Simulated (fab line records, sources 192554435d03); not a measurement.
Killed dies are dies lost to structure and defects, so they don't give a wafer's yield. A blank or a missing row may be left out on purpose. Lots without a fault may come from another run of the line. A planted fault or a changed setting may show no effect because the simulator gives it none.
Chamber matching | flow n5_finfet | N5_BEOL_M0_SAQP_ALD_48 on ald_sin-03: 4 sister chambers
The step deposits SiO2, target thk 20 nm, pulse time 1 s, co reactant pulse time 1 s. 20 wafers are shown with their chamber, then 10 later ones without.

WAFERS WITH THEIR CHAMBER
wafer  | chamber | heater_power_w (W) | precursor_pulse_height_rel
L081.1 | 1       | 68                 | 0.993
L081.2 | 3       | 87                 | 0.973
L081.3 | 0       | 80                 | 1.027
L081.4 | 2       | 83                 | 1.024
L081.5 | 0       | 81                 | 1.024
L081.6 | 1       | 68                 | 0.960
L083.1 | 2       | 83                 | 0.968
L083.3 | 1       | 69                 | 0.993
L083.6 | 3       | 88                 | 1.011
L086.2 | 0       | 83                 | 0.997
L086.4 | 3       | 88                 | 1.019
L086.6 | 2       | 81                 | 1.017
L088.1 | 0       | 83                 | 0.993
L088.2 | 1       | 69                 | 1.027
L088.3 | 3       | 88                 | 1.014
L090.2 | 0       | 80                 | 0.996
L090.3 | 3       | 89                 | 1.005
L090.5 | 1       | 68                 | 1.004
L092.1 | 2       | 82                 | 1.010
L092.2 | 3       | 87                 | 0.989

SIGNATURES (means of the wafers above)
reading                    | chamber 0 | chamber 1 | chamber 2 | chamber 3 | scatter within a chamber
heater_power_w             | 81.40     | 68.40     | 82.25     | 87.83     | 0.999
precursor_pulse_height_rel | 1.00740   | 0.99540   | 1.00475   | 1.00183   | 0.0207
Rule: a wafer's distance from a chamber is the root of the sum, over the readings, of the square of ((its reading less the chamber's mean) divided by the reading's scatter). The wafer belongs to the nearest chamber; if the next one is less than 2 further off, it can't be placed. The scatter: the root of (the sum of the squares of (reading less its chamber's mean) over the shown wafers, divided by (wafers less chambers)).

WAFERS WITHOUT THEIR CHAMBER
wafer  | heater_power_w (W) | precursor_pulse_height_rel
L092.3 | 69                 | 0.998
L092.4 | 80                 | 1.014
L092.5 | 80                 | 0.979
L092.6 | 85                 | 1.002
L094.1 | 80                 | 1.022
L094.2 | 82                 | 0.998
L094.3 | 87                 | 1.022
L096.2 | 82                 | 0.954
L096.3 | 88                 | 1.010
L096.5 | 82                 | 0.998

WHICH CHAMBER EACH WENT THROUGH
wafer  | from the rows above          | in truth
L092.3 | 1                            | 1
L092.4 | can't be placed: 0 or 2      | 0
L092.5 | can't be placed: 0 or 2      | 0
L092.6 | can't be placed: 2 or 3 or 0 | 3
L094.1 | can't be placed: 0 or 2      | 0
L094.2 | can't be placed: 2 or 0      | 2
L094.3 | 3                            | 3
L096.2 | can't be placed: 2 or 0      | 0
L096.3 | 3                            | 3
L096.5 | can't be placed: 2 or 0      | 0
Placed correctly: 3 of 10. Can't be placed from these rows: 7 (the true chamber is among the candidates in 7). Placed wrongly: 0.
